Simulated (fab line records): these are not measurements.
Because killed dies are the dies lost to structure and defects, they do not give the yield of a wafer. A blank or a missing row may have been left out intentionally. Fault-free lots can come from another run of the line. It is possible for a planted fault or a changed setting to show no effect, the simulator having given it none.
Chamber matching | flow n5-finfet | 4 sister chambers for N5_SDB_STRIP_21 on rie-diel-02
The step strips in CF4. 4 wafers are shown with their chamber, then 9 later ones without.

== WAFERS, EACH WITH ITS CHAMBER ==
wafer  | chamber | throttle-valve-pct (%)
L075.6 | 3       | 13.6
L080.5 | 1       | 14.0
L082.4 | 0       | 13.2
L082.6 | 2       | 13.1

== WAFERS WITH NO CHAMBER GIVEN ==
wafer  | throttle-valve-pct (%)
L084.2 | 13.0
L084.3 | 14.0
L084.6 | 13.1
L092.2 | 13.3
L092.3 | 13.1
L092.6 | 14.1
L093.2 | 14.1
L093.5 | 13.3
L093.6 | 13.1

== WHICH CHAMBER EACH ONE RAN IN ==
wafer  | from the rows above     | in truth
L084.2 | can't be placed: 2 or 0 | 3
L084.3 | 1                       | 1
L084.6 | can't be placed: 2 or 0 | 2
L092.2 | can't be placed: 0 or 2 | 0
L092.3 | can't be placed: 2 or 0 | 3
L092.6 | 1                       | 1
L093.2 | 1                       | 1
L093.5 | can't be placed: 0 or 2 | 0
L093.6 | can't be placed: 2 or 0 | 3
3 of 9 placed correctly. Cannot be placed on the basis of these rows: 6; the candidates contain the true chamber in 3. Wrongly placed: 0.
How it was worked out, from the rows above alone: a wafer's distance from a chamber is the root of the sum, over the readings, of the square of ((its reading less the chamber's mean) divided by the reading's scatter). If the next closest chamber is less than 2 further off than the closest, the wafer can't be placed; otherwise it belongs to the closest. A chamber's mean is the mean of its shown wafers. The scatter (one wafer shown for each chamber): square how far every hidden wafer sits from the nearest shown wafer, average those squares and take the square root.
